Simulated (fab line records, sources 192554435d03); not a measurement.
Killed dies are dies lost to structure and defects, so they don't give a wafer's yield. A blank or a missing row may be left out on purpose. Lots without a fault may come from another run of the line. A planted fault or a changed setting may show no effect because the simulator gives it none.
A struck lot beside a sound one | flow n5_finfet | 36 steps out of a route of 1938
Sound: wafers L889.1, L889.3, L889.6. Struck: wafer L884.5. (L884.2 of the same lot was not struck and is left out.) The cause comes at the end.
At each step with rows: each side's tool, then ch and its chambers, then its first start. Under that, the readings that differ: sound wafers | struck wafers | difference of the means | sigmas: that difference in standard deviations of wafers without a fault.
alike: readings whose means differ by less than 2 such deviations, and words and numbers that are the same on both sides. not compared: withheld readings, readings that some wafer has no value for, bounds like >300 that may hide the same value, and numbers for which the record gives no deviation and whose values overlap.
The two part at a step that has a row with sigmas, a row that says differs or no value, or rows on one side only. Numbers that don't overlap but have no deviation are shown without sigmas and don't part them. A reading that every wafer of one side lacks parts them only if that side has two wafers or more.

first, 10 steps without rows for these wafers: N5_STI_FIN_REVEAL_PRECLEAN_18 (cleans in SC2, time 45 s); N5_STI_FIN_REVEAL_SRD_28 (time 30 s); N5_DUMMY_GATE_PRECLEAN_00 (cleans in O3/DIW, time 60 s); N5_DUMMY_GATE_SRD_01 (time 30 s); N5_DUMMY_GATE_ALD_02 (deposits SiO2, target thk 2 nm, pulse time 1 s); N5_DUMMY_GATE_CVD_03 (deposits a-Si from SiH4, target thk 150 nm, time 8042 s); N5_DUMMY_GATE_PRECLEAN_46 (cleans in DIW, time 89.5 s); N5_DUMMY_GATE_SRD_47 (dry time 32 s); N5_DUMMY_GATE_CMP_04 (polishes a-Si); N5_DUMMY_GATE_HM_DEP_06 (deposits SiNx from DCS/NH3, target thk 80 nm, time 5141 s).
N5_DUMMY_GATE_PECVD_30: deposits SiO2 from TEOS/O2, target thk 55 nm, time 10.8 s.
  sound on pecvd-01 ch 0,1,2, day 8 08:49; struck on pecvd-04 ch 1, day 7 04:05
  reading                                       | sound        | struck | difference | sigmas
  model.SiO2_of_DUMMY_GATE_PECVD_30.thk_nm (nm) | 54.4 53 53.8 | 79.8   | +26.1      |
  not compared: since_wet_clean_h
then, 22 steps without rows for these wafers: N5_DUMMY_GATE_COAT_34 (time 60 s, resist thk 60 nm); N5_DUMMY_GATE_COAT_35 (time 60 s, resist thk 10 nm); N5_DUMMY_GATE_COAT_28 (time 60 s, resist thk 10 nm); N5_DUMMY_GATE_COAT_09 (resist thk 30 nm); N5_DUMMY_GATE_EBR_11; N5_DUMMY_GATE_SOFTBAKE_10 (time 60 s); N5_DUMMY_GATE_EXPOSE_12 (exposes mask GATE, target cd 25 nm); N5_DUMMY_GATE_PEB_13 (peb time 60 s); N5_DUMMY_GATE_DEVELOP_14 (develop time 30 s); N5_DUMMY_GATE_DESCUM_20 (chemistry O2, time 6.2 s); N5_DUMMY_GATE_ETCH_29 (etches underlayer in N2/H2, target depth 13 nm); N5_DUMMY_GATE_ETCH_36 (etches SiARC in CF4, target depth 13 nm); N5_DUMMY_GATE_ETCH_37 (etches SOC in N2/H2, target depth 60 nm, overetch 30 nm); N5_DUMMY_GATE_STRIP_38 (strips in N2/H2); N5_DUMMY_GATE_STRIP_39 (strips in N2/H2); N5_DUMMY_GATE_TRIM_49 (chemistry O2, time 29 s, target cd 14 nm); N5_DUMMY_GATE_STRIP_40 (strips in CF4); N5_DUMMY_GATE_ETCH_31 (etches SiO2 in C4F6/O2, target depth 82.5 nm, time 27.5 s); N5_DUMMY_GATE_STRIP_41 (strips in O2); N5_DUMMY_GATE_HM_OPEN_21 (chemistry CH3F/O2, target SiNx, target depth 120 nm, time 171.4 s); N5_DUMMY_GATE_ETCH_32 (etches SiO2 in CF4, target depth 3.5 nm, time 3.9 s); N5_DUMMY_GATE_ETCH_23 (etches poly-Si in HBr/Cl2/O2, target depth 41 nm, time 22.3 s).
N5_DUMMY_GATE_ETCH_44: etches poly-Si in HBr/O2, stops on SiO2, target depth 127.5 nm.
  sound on rie_si-01 ch 0,2,3, day 8 10:20; struck on rie_si-02 ch 2, day 7 05:36
  reading                                       | sound        | struck | difference | sigmas
  model.SiO2_of_DUMMY_GATE_PECVD_30.thk_nm (nm) | 37.2 35.6 37 | 62.2   | +25.6      |
  alike: drypump_motor_current_A, oes_product_au, throttle_valve_pct
  not compared: rf_hours_counter_h
-- the record jumps here: 5 days lie between the struck wafers' starts before and after (it left off in module DUMMY_GATE and takes up again in module BEOL_M4, whose first step shown is number 1111 of the route) --
N5_BEOL_M4_RC_MEAS_101:
  sound on prober-02 ch 0, day 13 12:14; struck on prober-01 ch 0, day 12 11:43
  reading        | sound          | struck | difference | sigmas
  DIBL_P (mV/V)  | 34.4 34.7 38.3 | 40.6   | +4.8       | +2
  IOFF_P (nA/um) | 0.17 0.19 0.22 | 0.32   | +0.13      | +3
  ION_N (uA/um)  | 669 652 681    | 690    | +23        | +2
  ION_P (uA/um)  | 457 452 466    | 485    | +27        | +3
  SS_P (mV/dec)  | 72.3 72.2 73.1 | 74.1   | +1.6       | +2
  VT_N (mV)      | 257 253 252    | 247    | -7         | -2
  VT_P (mV)      | -253 -251 -250 | -242   | +9         | +3
  alike: DIBL_N, IOFF_N, SS_N
-- the record jumps here: 4 days lie between the struck wafers' starts before and after (it left off in module BEOL_M4 and takes up again in module PASSIVATION, whose first step shown is number 1936 of the route) --
N5_PASSIVATION_PROBE_49:
  sound on prober-02, day 17 17:05; struck on prober-01, day 16 19:16
  reading                  | sound          | struck | difference | sigmas
  defect_limited_yield (%) | 87.2 89.5 86.9 | 93.5   | +5.6       | +4
  killed_at_M0_to_M3       | 73 36 57       | 26     | -29        | -3
  killed_at_front_end      | 49 58 54       | 28     | -26        | -2
  killed_dies              | 151 124 154    | 77     | -66        | -4
  killed_open              | 102 74 110     | 56     | -39        | -3
  killed_short             | 49 50 44       | 20     | -28        | -3
  sort_bin_5_function (%)  | 7.1 5.8 8.0    | 3.7    | -3.3       | -3
  sort_bin_6_memory (%)    | 5.3 4.3 4.4    | 2.5    | -2.2       | -3
  sort_n_pass              | 1029 1056 1026 | 1103   | +66        | +4
  sort_yield_pct (%)       | 87.2 89.5 86.9 | 93.5   | +5.6       | +4
  alike: killed_at_M4_up, killed_at_contacts, killed_at_other, sort_bin_8_speed

WHERE THEY PART
First at N5_BEOL_M4_RC_MEAS_101; last, within this record, at N5_PASSIVATION_PROBE_49.

WHY: what the simulator had put in
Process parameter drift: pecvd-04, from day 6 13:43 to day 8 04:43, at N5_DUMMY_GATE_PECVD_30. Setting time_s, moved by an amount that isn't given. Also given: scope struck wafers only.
